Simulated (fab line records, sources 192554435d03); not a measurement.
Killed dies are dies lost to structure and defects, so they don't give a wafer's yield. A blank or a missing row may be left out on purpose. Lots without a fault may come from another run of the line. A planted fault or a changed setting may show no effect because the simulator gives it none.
Chamber matching | flow n5_finfet | N5_BEOL_M15_TRENCH_ETCH_34 on rie_diel-01: 4 sister chambers
The step etches SiO2 in C4F8/O2/Ar, target depth 872.93 nm, time 199 s. 16 wafers are shown with their chamber, then 8 later ones without.

WAFERS WITH THEIR CHAMBER
wafer  | chamber | rf_vpp_V (V) | drypump_motor_current_A (A) | oes_product_au (a.u.)
L074.1 | 3       | 2284         | 6.2                         | 0.74
L074.3 | 0       | 2218         | 6.3                         | 0.90
L074.6 | 3       | 2286         | 6.2                         | 0.74
L079.3 | 1       | 2166         | 5.5                         | 0.72
L079.5 | 3       | 2285         | 6.2                         | 0.74
L079.6 | 0       | 2216         | 6.3                         | 0.89
L078.2 | 2       | 2225         | 5.9                         | 0.75
L078.3 | 3       | 2285         | 6.2                         | 0.74
L078.6 | 2       | 2226         | 5.8                         | 0.75
L081.3 | 3       | 2286         | 6.2                         | 0.74
L081.4 | 1       | 2168         | 5.5                         | 0.71
L081.5 | 2       | 2224         | 5.9                         | 0.75
L082.2 | 2       | 2225         | 5.9                         | 0.75
L082.4 | 3       | 2286         | 6.2                         | 0.73
L082.5 | 2       | 2227         | 5.9                         | 0.75
L090.2 | 3       | 2285         | 6.2                         | 0.72

SIGNATURES (means of the wafers above)
reading                 | chamber 0 | chamber 1 | chamber 2 | chamber 3 | scatter within a chamber
rf_vpp_V                | 2217.00   | 2167.00   | 2225.40   | 2285.29   | 1.03
drypump_motor_current_A | 6.300     | 5.500     | 5.880     | 6.200     | 0.0258
oes_product_au          | 0.8950    | 0.7150    | 0.7500    | 0.7357    | 0.00627
Rule: a wafer's distance from a chamber is the root of the sum, over the readings, of the square of ((its reading less the chamber's mean) divided by the reading's scatter). The wafer belongs to the nearest chamber; if the next one is less than 2 further off, it can't be placed. The scatter: the root of (the sum of the squares of (reading less its chamber's mean) over the shown wafers, divided by (wafers less chambers)).

WAFERS WITHOUT THEIR CHAMBER
wafer  | rf_vpp_V (V) | drypump_motor_current_A (A) | oes_product_au (a.u.)
L090.4 | 2225         | 5.9                         | 0.73
L090.5 | 2285         | 6.2                         | 0.72
L091.1 | 2282         | 6.2                         | 0.72
L091.4 | 2216         | 6.3                         | 0.85
L091.6 | 2216         | 6.3                         | 0.84
L094.1 | 2216         | 6.4                         | 0.82
L094.2 | 2284         | 6.2                         | 0.71
L094.5 | 2282         | 6.2                         | 0.72

WHICH CHAMBER EACH WENT THROUGH
wafer  | from the rows above | in truth
L090.4 | 2                   | 2
L090.5 | 3                   | 3
L091.1 | 3                   | 3
L091.4 | 0                   | 0
L091.6 | 0                   | 0
L094.1 | 0                   | 0
L094.2 | 3                   | 3
L094.5 | 3                   | 3
Placed correctly: 8 of 8. Can't be placed from these rows: 0. Placed wrongly: 0.
